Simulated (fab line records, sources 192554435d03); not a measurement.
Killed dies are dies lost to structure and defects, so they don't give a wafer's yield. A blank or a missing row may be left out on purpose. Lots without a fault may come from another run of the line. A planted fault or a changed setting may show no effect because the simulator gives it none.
Which tool did it? | flow n5_finfet | 12 lots, 36 wafers sampled, at 1 step of a route of 1938

WHAT THE GAUGES READ, wafer by wafer
N5_BEOL_M9_RS_MEAS_57: measures by four-point-probe.
lot  | measured     | on            | M9_RS (ohm/sq)
L075 | day 10 09:53 | film_metro-02 | 0.157 0.154 0.152
L077 | day 10 18:31 | film_metro-02 | 0.153 0.155 0.152
L079 | day 11 13:53 | film_metro-01 | 0.157 0.155 0.154
L080 | day 12 21:22 | film_metro-02 | 0.161 0.150 0.159
L082 | day 13 09:01 | film_metro-01 | 0.150 0.152 0.151
L086 | day 13 21:38 | film_metro-01 | 0.151 0.154 0.154
L084 | day 14 02:55 | film_metro-02 | 0.152 0.152 0.152
L088 | day 15 00:17 | film_metro-02 | 0.158 0.156 0.159
L094 | day 15 06:39 | film_metro-01 | 0.157 0.156 0.156
L096 | day 16 00:57 | film_metro-02 | 0.160 0.160 0.156
L093 | day 16 03:41 | film_metro-01 | 0.158 0.159 0.154
L097 | day 16 15:20 | film_metro-02 | 0.150 0.153 0.155

WHICH TOOL RAN EACH LOT (tool, then ch and the chambers of the sampled wafers, then the start)
The record holds no process step before these readings.

THE ANSWER, worked out from the rows above alone
Rule: what is usual is taken from the lots themselves. Put in order of their means at a reading, lots are off if they are a third of the lots or fewer, leave a main group of 4 or more, and stand apart from it by a gap of 3 or more times the standard deviation of the main group's means; of several such gaps the widest counts. A main group whose means are all the same, to the digits that the tables above print for the reading, isn't used. A lot without any number at a reading at which 4 lots or more have one is off too. The other lots that the step has rows for count as sound.
No lot is off at any reading shown: from this, nothing can be told.

WHAT THE SIMULATOR HAD PUT IN
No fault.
